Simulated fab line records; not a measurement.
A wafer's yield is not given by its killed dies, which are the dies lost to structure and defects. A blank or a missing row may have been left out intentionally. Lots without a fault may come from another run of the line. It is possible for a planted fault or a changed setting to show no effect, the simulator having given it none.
Matching of chambers	flow nandHarc	NHARC_A_M0_ETCH_34 on rieDiel-09: 4 sister chambers
The step etches the open film in N2/H2, target depth 40 nm, overetch 12 nm, time 43.94 s. 4 wafers are shown with their chamber, then 10 later ones without.

WAFERS PAIRED WITH THEIR CHAMBERS
wafer	chamber	drypumpMotorCurrentA (A)
L092.3	0	5.9
L092.5	3	5.9
L093.3	1	6.8
L093.5	2	6.3

WAFERS MISSING THEIR CHAMBER
wafer	drypumpMotorCurrentA (A)
L093.6	6.8
L094.2	6.3
L094.3	5.9
L094.4	5.9
L095.2	5.9
L095.4	5.9
L095.5	5.9
L097.3	5.9
L097.4	6.7
L097.6	6.3

WHICH CHAMBER EACH WENT THROUGH
wafer	from the rows above	in truth
L093.6	1	1
L094.2	2	2
L094.3	can't be placed: 0 or 3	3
L094.4	can't be placed: 0 or 3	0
L095.2	can't be placed: 0 or 3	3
L095.4	can't be placed: 0 or 3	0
L095.5	can't be placed: 0 or 3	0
L097.3	can't be placed: 0 or 3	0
L097.4	1	1
L097.6	2	2
Correct placement for 4 of the 10. From these rows, 6 cannot be placed; in 6 the true chamber is one of the candidates. 0 placed wrongly.
How it was worked out, from the rows above alone: a wafer's distance from a chamber is the root of the sum, over the readings, of the square of ((its reading less the chamber's mean) divided by the reading's scatter). The wafer belongs to the nearest chamber; if the next one is less than 2 further off, it can't be placed. The mean given for a chamber averages the wafers shown for that chamber. The scatter (one wafer shown for each chamber): square how far every hidden wafer sits from the nearest shown wafer, average those squares and take the square root.
